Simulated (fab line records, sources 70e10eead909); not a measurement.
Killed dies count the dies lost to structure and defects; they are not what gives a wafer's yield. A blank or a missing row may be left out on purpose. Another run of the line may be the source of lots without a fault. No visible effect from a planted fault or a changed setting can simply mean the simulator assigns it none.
Which tool did it?	flow nand-harc	72 wafers from 24 lots sampled at 6 of the route's 1159 steps

WHAT THE GAUGES SHOWED, per wafer
No reading from a measuring or inspecting step in the record can be judged against a usual standard deviation.

EACH LOT AND THE TOOL THAT RAN IT (in order: tool; ch and the chambers of the sampled wafers; start)
lot	NHARC_A_STAIRCASE_ETCH_19	NHARC_A_STAIRCASE_TRIM_196	NHARC_A_STAIRCASE_ETCH_203	NHARC_A_STAIRCASE_TRIM_231	NHARC_A_STAIRCASE_DESCUM_291	NHARC_A_STAIRCASE_DEP_325
L074	rie-diel-13 ch 0,1,2, day 10 17:35 or earlier	rie-diel-13 ch 0,3, day 10 17:35	rie-diel-13 ch 0,1,2, day 11 06:14 or earlier	rie-diel-05 ch 1,2,3, day 11 06:14 or earlier	rie-diel-08 ch 0,1, day 11 06:14	pecvd-02 ch 1,2, day 12 23:25
L075	rie-diel-08 ch 0,1,2, day 11 10:35 or earlier	rie-diel-05 ch 0,2,3, day 11 10:35	rie-diel-05 ch 1,2,3, day 11 20:37 or earlier	rie-diel-08 ch 0,1,2, day 11 20:37 or earlier	rie-diel-08 ch 0,1,2, day 11 20:37	pecvd-04 ch 1,2, day 13 13:15
L077	rie-diel-05 ch 1,2,3, day 11 15:23 or earlier	rie-diel-13 ch 0,2,3, day 11 15:23	rie-diel-13 ch 0,1,2, day 12 05:13 or earlier	rie-diel-08 ch 0,1,2, day 12 05:13 or earlier	rie-diel-08 ch 1,2,3, day 12 05:13	pecvd-04 ch 1,2, day 13 16:56
L078	rie-diel-05 ch 0,1, day 11 22:00 or earlier	rie-diel-13 ch 0,2, day 11 22:00	rie-diel-13 ch 1,2, day 12 08:12 or earlier	rie-diel-08 ch 1,2,3, day 12 08:12 or earlier	rie-diel-08 ch 0,1,2, day 12 08:12	pecvd-03 ch 0,1, day 13 22:54
L076	rie-diel-13 ch 2,3, day 12 00:27 or earlier	rie-diel-13 ch 1,2, day 12 00:27	rie-diel-13 ch 0,1, day 12 12:26 or earlier	rie-diel-13 ch 0,1,3, day 12 12:26 or earlier	rie-diel-08 ch 1,3, day 12 12:26	pecvd-03 ch 0,1,2, day 14 03:00
L079	rie-diel-05 ch 0,1,3, day 12 01:29 or earlier	rie-diel-05 ch 0,2,3, day 12 01:29	rie-diel-05 ch 0,2,3, day 12 12:51 or earlier	rie-diel-08 ch 1,2,3, day 12 12:51 or earlier	rie-diel-08 ch 0,1,2, day 12 12:51	pecvd-02 ch 0,1,2, day 14 02:53
L080	rie-diel-08 ch 2,3, day 13 01:21 or earlier	rie-diel-05 ch 1,2, day 13 01:21	rie-diel-05 ch 1,2,3, day 13 12:04 or earlier	rie-diel-05 ch 2,3, day 13 12:04 or earlier	rie-diel-08 ch 1,2,3, day 13 12:04	pecvd-03 ch 0,1,2, day 15 06:00
L082	rie-diel-08 ch 0,1,3, day 13 02:07 or earlier	rie-diel-08 ch 0,2,3, day 13 02:07	rie-diel-08 ch 0,2,3, day 13 12:53 or earlier	rie-diel-08 ch 0,2,3, day 13 12:53 or earlier	rie-diel-13 ch 0,2, day 13 12:53	pecvd-03 ch 0,2, day 15 05:25
L081	rie-diel-13 ch 1,2,3, day 13 02:38 or earlier	rie-diel-13 ch 1,2, day 13 02:38	rie-diel-13 ch 1,2,3, day 13 14:46 or earlier	rie-diel-13 ch 0,1,2, day 13 14:46 or earlier	rie-diel-05 ch 0,1,3, day 13 14:46	pecvd-04 ch 0,1,2, day 15 05:38
L083	rie-diel-05 ch 1,2,3, day 13 08:28 or earlier	rie-diel-05 ch 0,1,2, day 13 08:28	rie-diel-05 ch 0,1,3, day 13 21:48 or earlier	rie-diel-05 ch 1,2, day 13 21:48 or earlier	rie-diel-13 ch 0,2,3, day 13 21:48	pecvd-02 ch 0,1,2, day 15 16:45
L084	rie-diel-05 ch 0,3, day 13 18:31 or earlier	rie-diel-13 ch 0,1,2, day 13 18:31	rie-diel-13 ch 0,1,2, day 14 06:47 or earlier	rie-diel-05 ch 1,2, day 14 06:47 or earlier	rie-diel-13 ch 0,1,3, day 14 06:47	pecvd-03 ch 0,1,2, day 16 01:34
L086	rie-diel-05 ch 1,2,3, day 14 02:57 or earlier	rie-diel-08 ch 0,1,3, day 14 02:57	rie-diel-08 ch 0,1, day 14 13:50 or earlier	rie-diel-05 ch 0,3, day 14 13:50 or earlier	rie-diel-08 ch 1,2, day 14 13:50	pecvd-04 ch 1,2, day 16 01:40
L085	rie-diel-13 ch 1,2,3, day 14 04:11 or earlier	rie-diel-08 ch 0,2, day 14 04:11	rie-diel-08 ch 0,3, day 14 17:29 or earlier	rie-diel-08 ch 0,2,3, day 14 17:29 or earlier	rie-diel-08 ch 0,2, day 14 17:29	pecvd-04 ch 0,2, day 16 05:52
L087	rie-diel-13 ch 0,2, day 14 20:47 or earlier	rie-diel-08 ch 1,2,3, day 14 20:47	rie-diel-08 ch 0,1,3, day 15 07:42 or earlier	rie-diel-08 ch 0,1,2, day 15 07:42 or earlier	rie-diel-13 ch 1,3, day 15 07:42	pecvd-03 ch 1,2, day 17 02:16
L089	rie-diel-08 ch 0,1,2, day 14 21:25 or earlier	rie-diel-08 ch 1,2,3, day 14 21:25	rie-diel-08 ch 0,1,3, day 15 08:13 or earlier	rie-diel-08 ch 0,1,2, day 15 08:13 or earlier	rie-diel-13 ch 1,2,3, day 15 08:13	pecvd-02 ch 0,1,2, day 17 02:23
L090	rie-diel-05 ch 0,2,3, day 15 02:46 or earlier	rie-diel-08 ch 1,2, day 15 02:46	rie-diel-08 ch 0,1, day 15 14:44 or earlier	rie-diel-13 ch 1,2, day 15 14:44 or earlier	rie-diel-05 ch 0,3, day 15 14:44	pecvd-02 ch 0,2, day 17 08:44
L091	rie-diel-13 ch 0,2,3, day 15 02:58 or earlier	rie-diel-05 ch 1,2, day 15 02:58	rie-diel-05 ch 1,2,3, day 15 16:24 or earlier	rie-diel-08 ch 0,2,3, day 15 16:24 or earlier	rie-diel-13 ch 0,1,3, day 15 16:24	pecvd-03 ch 1,2, day 17 08:37
L088	rie-diel-05 ch 0,2,3, day 15 03:14 or earlier	rie-diel-13 ch 0,3, day 15 03:14	rie-diel-13 ch 0,2,3, day 15 17:38 or earlier	rie-diel-08 ch 0,1,3, day 15 17:38 or earlier	rie-diel-08 ch 0,1,2, day 15 17:38	pecvd-04 ch 0,1,2, day 17 08:40
L095	rie-diel-08 ch 2,3, day 15 19:34 or earlier	rie-diel-05 ch 2,3, day 15 19:34	rie-diel-05 ch 1,2,3, day 16 07:07 or earlier	rie-diel-08 ch 1,2, day 16 07:07 or earlier	rie-diel-08 ch 0,1,3, day 16 07:07	pecvd-03 ch 0,1,2, day 17 21:45
L093	rie-diel-08 ch 0,1,2, day 15 21:16 or earlier	rie-diel-08 ch 0,2,3, day 15 21:16	rie-diel-08 ch 0,2,3, day 16 08:59 or earlier	rie-diel-08 ch 0,1,2, day 16 08:59 or earlier	rie-diel-05 ch 1,2,3, day 16 08:59	pecvd-04 ch 0,2, day 17 21:35
L094	rie-diel-13 ch 0,2,3, day 15 22:47 or earlier	rie-diel-08 ch 2,3, day 15 22:47	rie-diel-08 ch 0,1, day 16 11:28 or earlier	rie-diel-08 ch 0,2, day 16 11:28 or earlier	rie-diel-08 ch 0,3, day 16 11:28	pecvd-02 ch 0,1,2, day 17 21:37
L092	rie-diel-08 ch 1,2,3, day 15 23:50 or earlier	rie-diel-13 ch 0,1,2, day 15 23:50	rie-diel-13 ch 0,3, day 16 13:19 or earlier	rie-diel-05 ch 2,3, day 16 13:19 or earlier	rie-diel-13 ch 0,3, day 16 13:19	pecvd-02 ch 0,1, day 18 12:56
L096	rie-diel-08 ch 0,2, day 16 11:34 or earlier	rie-diel-13 ch 0,2, day 16 11:34	rie-diel-13 ch 0,1, day 17 00:46 or earlier	rie-diel-08 ch 0,1,2, day 17 00:46 or earlier	rie-diel-13 ch 0,1,3, day 17 00:46	pecvd-03 ch 0,1, day 18 22:38
L097	rie-diel-05 ch 0,1, day 16 11:49 or earlier	rie-diel-05 ch 0,1,3, day 16 11:49	rie-diel-05 ch 0,2,3, day 17 01:05 or earlier	rie-diel-13 ch 0,1, day 17 01:05 or earlier	rie-diel-08 ch 0,1,3, day 17 01:05	pecvd-02 ch 0,1,2, day 18 22:34
- NHARC_A_STAIRCASE_ETCH_19: etches the open film in C4F8/O2, target depth 100 nm, time 40.5 s.
- NHARC_A_STAIRCASE_TRIM_196: chemistry O2, time 211.2 s.
- NHARC_A_STAIRCASE_ETCH_203: etches the open film in C4F8/O2, target depth 100 nm, time 40.5 s.
- NHARC_A_STAIRCASE_TRIM_231: chemistry O2, time 211.2 s.
- NHARC_A_STAIRCASE_DESCUM_291: chemistry O2, time 3 s.
- NHARC_A_STAIRCASE_DEP_325: deposits SiO2, target thk 3800 nm.

WHAT THE TOOLS THEMSELVES READ (means of the sampled wafers that have a number; where no wafer has one, the mark that the record gives instead)
NHARC_A_STAIRCASE_ETCH_19. Usual: oes-product-au 0.938 a.u., standard deviation 0.0098; rf-vpp-V 898 V, standard deviation 4.7.
lot	tool	oes-product-au (a.u.)	rf-vpp-V (V)	flag
L074	rie-diel-13	0.932	893	
L075	rie-diel-08	0.942	897	
L077	rie-diel-05	0.942	898	
L078	rie-diel-05	0.954	904	
L076	rie-diel-13	0.946	899	
L079	rie-diel-05	0.934	902	
L080	rie-diel-08	0.934	891	
L082	rie-diel-08	0.937	898	
L081	rie-diel-13	0.939	897	
L083	rie-diel-05	0.942	899	
L084	rie-diel-05	0.946	901	
L086	rie-diel-05	0.930	899	
L085	rie-diel-13	0.932	897	
L087	rie-diel-13	0.949	900	
L089	rie-diel-08	0.941	897	
L090	rie-diel-05	0.928	898	
L091	rie-diel-13	0.936	901	
L088	rie-diel-05	0.951	899	
L095	rie-diel-08	0.932	892	
L093	rie-diel-08	0.939	896	
L094	rie-diel-13	0.937	900	
L092	rie-diel-08	0.932	894	
L096	rie-diel-08	0.934	894	
L097	rie-diel-05	0.933	903	

NHARC_A_STAIRCASE_TRIM_196. Usual: drypump-motor-current-A 5.9 A, standard deviation 0.32; oes-product-au 0.998 a.u., standard deviation 0.008; rf-vpp-V 57.8 V, standard deviation 0.83; showerhead-plenum-p-Torr 3.56 Torr, standard deviation 0.13; throttle-valve-pct 17.037 %, standard deviation 0.0084.
lot	tool	drypump-motor-current-A (A)	oes-product-au (a.u.)	rf-vpp-V (V)	showerhead-plenum-p-Torr (Torr)	throttle-valve-pct (%)	flag
L074	rie-diel-13	6.0	0.999	58.2	3.41	17.044	
L075	rie-diel-05	6.0	1.004	57.8	3.62	17.039	
L077	rie-diel-13	6.0	0.999	58.3	3.50	17.043	
L078	rie-diel-13	5.8	1.005	58.1	3.47	17.037	
L076	rie-diel-13	5.9	1.002	58.2	3.52	17.038	
L079	rie-diel-05	6.0	0.999	58.0	3.62	17.041	
L080	rie-diel-05	5.7	1.004	57.9	3.60	17.039	
L082	rie-diel-08	5.8	0.993	57.1	3.49	17.034	
L081	rie-diel-13	6.1	1.008	57.4	3.48	17.038	
L083	rie-diel-05	5.9	0.996	57.7	3.66	17.038	
L084	rie-diel-13	6.0	0.988	58.4	3.60	17.036	
L086	rie-diel-08	5.6	1.000	58.7	3.57	17.039	
L085	rie-diel-08	5.9	0.996	58.1	3.57	17.031	
L087	rie-diel-08	5.5	0.995	57.4	3.47	17.036	
L089	rie-diel-08	5.5	0.996	57.5	3.47	17.027	
L090	rie-diel-08	5.3	0.998	58.8	3.53	17.027	
L091	rie-diel-05	5.8	1.013	58.8	3.64	17.031	
L088	rie-diel-13	6.0	0.980	58.0	3.75	17.041	
L095	rie-diel-05	5.8	0.999	58.9	3.54	17.038	
L093	rie-diel-08	5.8	1.002	57.3	3.48	17.029	
L094	rie-diel-08	5.6	0.997	58.0	3.38	17.033	
L092	rie-diel-13	5.9	1.000	57.6	3.59	17.038	
L096	rie-diel-13	5.9	0.996	58.5	3.71	17.033	
L097	rie-diel-05	6.1	0.998	57.2	3.66	17.040	

NHARC_A_STAIRCASE_ETCH_203. Usual: oes-product-au 0.941 a.u., standard deviation 0.01; rf-vpp-V 897 V, standard deviation 4.7.
lot	tool	oes-product-au (a.u.)	rf-vpp-V (V)	flag
L074	rie-diel-13	0.944	892	
L075	rie-diel-05	0.930	899	
L077	rie-diel-13	0.946	892	
L078	rie-diel-13	0.931	894	
L076	rie-diel-13	0.945	891	
L079	rie-diel-05	0.944	899	
L080	rie-diel-05	0.944	899	
L082	rie-diel-08	0.937	896	
L081	rie-diel-13	0.947	897	
L083	rie-diel-05	0.926	901	
L084	rie-diel-13	0.952	898	
L086	rie-diel-08	0.948	901	
L085	rie-diel-08	0.950	898	
L087	rie-diel-08	0.933	897	
L089	rie-diel-08	0.928	897	
L090	rie-diel-08	0.941	901	
L091	rie-diel-05	0.951	898	
L088	rie-diel-13	0.943	901	
L095	rie-diel-05	0.947	899	
L093	rie-diel-08	0.939	894	
L094	rie-diel-08	0.923	900	
L092	rie-diel-13	0.939	903	
L096	rie-diel-13	0.939	897	
L097	rie-diel-05	0.953	899	

NHARC_A_STAIRCASE_TRIM_231. Usual: drypump-motor-current-A 5.8 A, standard deviation 0.33; oes-product-au 0.998 a.u., standard deviation 0.007; rf-vpp-V 57.9 V, standard deviation 0.95; showerhead-plenum-p-Torr 3.55 Torr, standard deviation 0.13; throttle-valve-pct 17.036 %, standard deviation 0.01.
lot	tool	drypump-motor-current-A (A)	oes-product-au (a.u.)	rf-vpp-V (V)	showerhead-plenum-p-Torr (Torr)	throttle-valve-pct (%)	flag
L074	rie-diel-05	5.9	1.005	58.9	3.61	17.043	
L075	rie-diel-08	5.6	0.996	57.8	3.56	17.031	
L077	rie-diel-08	5.6	0.989	57.9	3.56	17.032	
L078	rie-diel-08	5.5	0.994	57.7	3.48	17.039	
L076	rie-diel-13	6.1	0.996	58.0	3.46	17.030	
L079	rie-diel-08	5.5	0.997	57.6	3.48	17.030	
L080	rie-diel-05	6.0	0.998	57.5	3.55	17.035	
L082	rie-diel-08	5.8	0.991	57.0	3.49	17.032	
L081	rie-diel-13	6.0	0.996	57.6	3.60	17.035	
L083	rie-diel-05	5.7	0.999	58.0	3.59	17.026	
L084	rie-diel-05	5.8	1.002	57.6	3.65	17.038	
L086	rie-diel-05	6.1	1.003	58.1	3.68	17.041	
L085	rie-diel-08	5.8	0.988	58.4	3.49	17.040	
L087	rie-diel-08	5.6	1.002	57.2	3.54	17.041	
L089	rie-diel-08	5.6	0.992	58.1	3.54	17.039	
L090	rie-diel-13	6.1	1.003	57.4	3.47	17.040	
L091	rie-diel-08	5.8	1.004	57.3	3.48	17.039	
L088	rie-diel-08	5.6	0.996	57.0	3.57	17.037	
L095	rie-diel-08	5.5	0.993	57.9	3.44	17.026	
L093	rie-diel-08	5.6	0.993	58.6	3.54	17.027	
L094	rie-diel-08	5.9	0.996	58.3	3.56	17.027	
L092	rie-diel-05	6.1	0.993	58.3	3.54	17.039	
L096	rie-diel-08	5.6	0.994	58.4	3.53	17.045	
L097	rie-diel-13	6.1	1.002	57.7	3.54	17.034	

NHARC_A_STAIRCASE_DESCUM_291. Usual: drypump-motor-current-A 5.8 A, standard deviation 0.35; oes-product-au 0.998 a.u., standard deviation 0.0071; rf-vpp-V 58.0 V, standard deviation 0.84; showerhead-plenum-p-Torr 1.93 Torr, standard deviation 0.075; throttle-valve-pct 11.311 %, standard deviation 0.0087.
lot	tool	drypump-motor-current-A (A)	oes-product-au (a.u.)	rf-vpp-V (V)	showerhead-plenum-p-Torr (Torr)	throttle-valve-pct (%)	flag
L074	rie-diel-08	5.7	1.003	57.5	1.99	11.317	
L075	rie-diel-08	5.6	0.997	57.5	1.93	11.308	
L077	rie-diel-08	5.5	1.004	57.8	1.88	11.308	
L078	rie-diel-08	5.6	0.993	57.8	1.93	11.308	
L076	rie-diel-08	5.4	0.996	58.0	1.93	11.316	
L079	rie-diel-08	5.6	0.988	57.6	1.93	11.308	
L080	rie-diel-08	5.5	0.999	58.1	1.88	11.318	
L082	rie-diel-13	5.8	1.005	58.1	1.98	11.312	
L081	rie-diel-05	6.1	1.001	58.5	2.00	11.307	
L083	rie-diel-13	6.0	0.999	58.7	1.99	11.315	
L084	rie-diel-13	6.1	1.001	58.4	1.97	11.314	
L086	rie-diel-08	5.3	0.995	58.3	1.91	11.309	
L085	rie-diel-08	5.9	0.998	57.9	1.93	11.308	
L087	rie-diel-13	6.2	0.997	57.7	1.90	11.311	
L089	rie-diel-13	6.1	1.002	57.5	1.92	11.303	
L090	rie-diel-05	6.2	0.986	58.3	1.96	11.306	
L091	rie-diel-13	6.1	0.989	58.3	1.97	11.305	
L088	rie-diel-08	5.6	0.997	57.9	1.92	11.316	
L095	rie-diel-08	5.6	1.001	58.8	1.93	11.313	
L093	rie-diel-05	5.9	0.991	58.6	1.95	11.305	
L094	rie-diel-08	5.8	0.994	58.2	1.90	11.322	
L092	rie-diel-13	6.0	0.994	58.9	2.03	11.302	
L096	rie-diel-13	6.1	0.997	58.5	1.96	11.311	
L097	rie-diel-08	5.6	0.997	57.4	1.93	11.312	

NHARC_A_STAIRCASE_DEP_325. Usual: 653 W for heater-power-w, sd 94.
lot	tool	heater-power-w (W)	flag
L074	pecvd-02	651	
L075	pecvd-04	584	
L077	pecvd-04	530	
L078	pecvd-03	661	
L076	pecvd-03	678	
L079	pecvd-02	710	
L080	pecvd-03	667	
L082	pecvd-03	688	
L081	pecvd-04	579	
L083	pecvd-02	619	
L084	pecvd-03	675	
L086	pecvd-04	588	
L085	pecvd-04	530	
L087	pecvd-03	720	
L089	pecvd-02	677	
L090	pecvd-02	663	
L091	pecvd-03	740	
L088	pecvd-04	578	
L095	pecvd-03	668	
L093	pecvd-04	608	
L094	pecvd-02	700	
L092	pecvd-02	679	
L096	pecvd-03	637	
L097	pecvd-02	636	

THE ANSWER, worked out from the rows above alone
Rule: a lot is off if the mean of its wafers that have a number lies more than 3 standard deviations from the usual mean. A lot without any number at a reading at which 4 lots or more have one is off too. Where the step has rows for the other lots, those lots are counted as sound. First the gauges in route order, then the tools' own readings, where a lot's mean is used as printed above. At the first step where some lot is off, the reading lying furthest off is the one used; lots without a number count as furthest.
Nothing can be told from this: no lot is off at any reading shown.

WHAT THE SIMULATOR HAD PUT IN
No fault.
